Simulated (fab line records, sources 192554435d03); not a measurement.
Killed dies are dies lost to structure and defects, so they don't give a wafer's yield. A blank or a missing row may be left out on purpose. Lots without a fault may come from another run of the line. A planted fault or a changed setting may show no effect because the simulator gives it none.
Chamber matching | flow n5_finfet | N5_BEOL_M14_ETCH_59 on rie_diel-02: 4 sister chambers
The step etches BARC in N2/H2, target depth 89 nm, overetch 26.7 nm, time 67.9 s. 16 wafers are shown with their chamber, then 8 later ones without.

WAFERS WITH THEIR CHAMBER
wafer  | chamber | drypump_motor_current_A (A) | showerhead_plenum_p_Torr (Torr) | throttle_valve_pct (%)
L078.2 | 3       | 5.7                         | 2.59                            | 17.87
L078.4 | 0       | 5.9                         | 2.54                            | 18.25
L078.6 | 0       | 5.9                         | 2.54                            | 18.24
L079.1 | 2       | 6.0                         | 2.55                            | 17.65
L079.2 | 1       | 6.3                         | 2.57                            | 17.92
L079.4 | 0       | 5.9                         | 2.54                            | 18.24
L084.1 | 1       | 6.3                         | 2.57                            | 17.96
L084.2 | 0       | 5.9                         | 2.53                            | 18.26
L084.4 | 3       | 5.6                         | 2.59                            | 17.44
L091.1 | 2       | 6.0                         | 2.54                            | 17.71
L091.4 | 1       | 6.3                         | 2.56                            | 17.98
L091.5 | 2       | 6.0                         | 2.54                            | 17.70
L092.1 | 2       | 6.0                         | 2.54                            | 17.70
L092.2 | 1       | 6.3                         | 2.56                            | 17.99
L092.4 | 0       | 5.9                         | 2.53                            | 18.30
L093.1 | 3       | 5.6                         | 2.58                            | 17.50

SIGNATURES (means of the wafers above)
reading                  | chamber 0 | chamber 1 | chamber 2 | chamber 3 | scatter within a chamber
drypump_motor_current_A  | 5.900     | 6.300     | 6.000     | 5.633     | 0.0236
showerhead_plenum_p_Torr | 2.5360    | 2.5650    | 2.5425    | 2.5867    | 0.00549
throttle_valve_pct       | 18.2580   | 17.9625   | 17.6900   | 17.6033   | 0.0983
Rule: a wafer's distance from a chamber is the root of the sum, over the readings, of the square of ((its reading less the chamber's mean) divided by the reading's scatter). The wafer belongs to the nearest chamber; if the next one is less than 2 further off, it can't be placed. The scatter: the root of (the sum of the squares of (reading less its chamber's mean) over the shown wafers, divided by (wafers less chambers)).

WAFERS WITHOUT THEIR CHAMBER
wafer  | drypump_motor_current_A (A) | showerhead_plenum_p_Torr (Torr) | throttle_valve_pct (%)
L093.3 | 6.0                         | 2.54                            | 17.71
L093.4 | 5.9                         | 2.52                            | 18.31
L095.2 | 6.0                         | 2.54                            | 17.71
L095.3 | 5.6                         | 2.58                            | 17.49
L095.5 | 6.3                         | 2.56                            | 17.98
L097.3 | 6.0                         | 2.54                            | 17.73
L097.4 | 5.6                         | 2.58                            | 17.50
L097.6 | 6.0                         | 2.54                            | 17.71

WHICH CHAMBER EACH WENT THROUGH
wafer  | from the rows above | in truth
L093.3 | 2                   | 2
L093.4 | 0                   | 0
L095.2 | 2                   | 2
L095.3 | 3                   | 3
L095.5 | 1                   | 1
L097.3 | 2                   | 2
L097.4 | 3                   | 3
L097.6 | 2                   | 2
Placed correctly: 8 of 8. Can't be placed from these rows: 0. Placed wrongly: 0.
